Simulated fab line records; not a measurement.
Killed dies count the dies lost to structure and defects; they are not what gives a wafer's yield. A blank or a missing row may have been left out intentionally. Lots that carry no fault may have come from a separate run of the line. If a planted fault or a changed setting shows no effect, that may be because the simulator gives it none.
The tool behind it: which one? :: flow nand-harc :: route of 1159 steps, sampled at 1 step: 22 lots, 66 wafers

== WHAT THE GAUGES READ, wafer by wafer ==
NHARC_P_START_INSPECT_01. Usual: raw-defect-count at 3.6, with a standard deviation of 1.8.
lot: L074
measured: day 1 12:02
on: defect-inspect-01
raw-defect-count: 3 3 2
flag: 

lot: L075
measured: day 1 18:03
on: defect-inspect-01
raw-defect-count: 5 5 5
flag: 

lot: L076
measured: day 2 00:02
on: defect-inspect-01
raw-defect-count: 3 6 3
flag: 

lot: L077
measured: day 2 06:02
on: defect-inspect-02
raw-defect-count: 5 3 2
flag: 

lot: L078
measured: day 2 12:02
on: defect-inspect-02
raw-defect-count: 5 3 3
flag: 

lot: L079
measured: day 2 18:02
on: defect-inspect-01
raw-defect-count: 8 3 4
flag: 

lot: L080
measured: day 3 00:02
on: defect-inspect-02
raw-defect-count: 2 5 5
flag: 

lot: L081
measured: day 3 06:02
on: defect-inspect-02
raw-defect-count: 5 6 2
flag: 

lot: L082
measured: day 3 12:02
on: defect-inspect-02
raw-defect-count: 5 4 3
flag: 

lot: L083
measured: day 3 18:02
on: defect-inspect-01
raw-defect-count: 3 7 2
flag: 

lot: L084
measured: day 4 00:02
on: defect-inspect-01
raw-defect-count: 5 1 6
flag: 

lot: L085
measured: day 4 06:02
on: defect-inspect-01
raw-defect-count: 8 3 3
flag: 

lot: L086
measured: day 4 12:02
on: defect-inspect-02
raw-defect-count: 3 5 0
flag: 

lot: L087
measured: day 4 18:02
on: defect-inspect-02
raw-defect-count: 2 4 2
flag: 

lot: L088
measured: day 5 00:02
on: defect-inspect-01
raw-defect-count: 3 7 8
flag: 

lot: L089
measured: day 5 06:02
on: defect-inspect-01
raw-defect-count: 4 1 1
flag: 

lot: L090
measured: day 5 12:02
on: defect-inspect-02
raw-defect-count: 3 0 1
flag: 

lot: L091
measured: day 5 18:02
on: defect-inspect-01
raw-defect-count: 2 5 2
flag: 

lot: L092
measured: day 6 00:02
on: defect-inspect-02
raw-defect-count: 2 7 2
flag: 

lot: L093
measured: day 6 06:02
on: defect-inspect-02
raw-defect-count: 0 6 4
flag: 

lot: L095
measured: day 6 18:02
on: defect-inspect-01
raw-defect-count: 5 2 3
flag: 

lot: L097
measured: day 7 06:02
on: defect-inspect-01
raw-defect-count: 5 2 2
flag: 

== WHAT TOOL EACH LOT RAN ON (gives the tool, then ch and the chambers of the sampled wafers, and finally the start) ==
The record shows no process step preceding these readings.

== AS READ BY THE TOOLS THEMSELVES (means over the sampled wafers that have a number; for cases with no such wafer, the mark the record gives instead) ==
The record holds no such reading with a usual standard deviation.

== THE ANSWER, worked out from the rows above alone ==
Rule: a lot is off if the mean of its wafers that have a number lies more than 3 standard deviations from the usual mean. A lot without any number at a reading at which 4 lots or more have one is off too. Any other lot the step has rows for is counted as sound. The gauges are gone through in route order, then the tools' own readings, and for those a lot's mean is taken as printed above. The first step at which some lot is off is used, and at that step the reading that is off furthest; a lot without a number counts as furthest.
No lot is off on any of the readings shown, so nothing can be concluded from this.

== WHAT THE SIMULATOR HAD PUT IN ==
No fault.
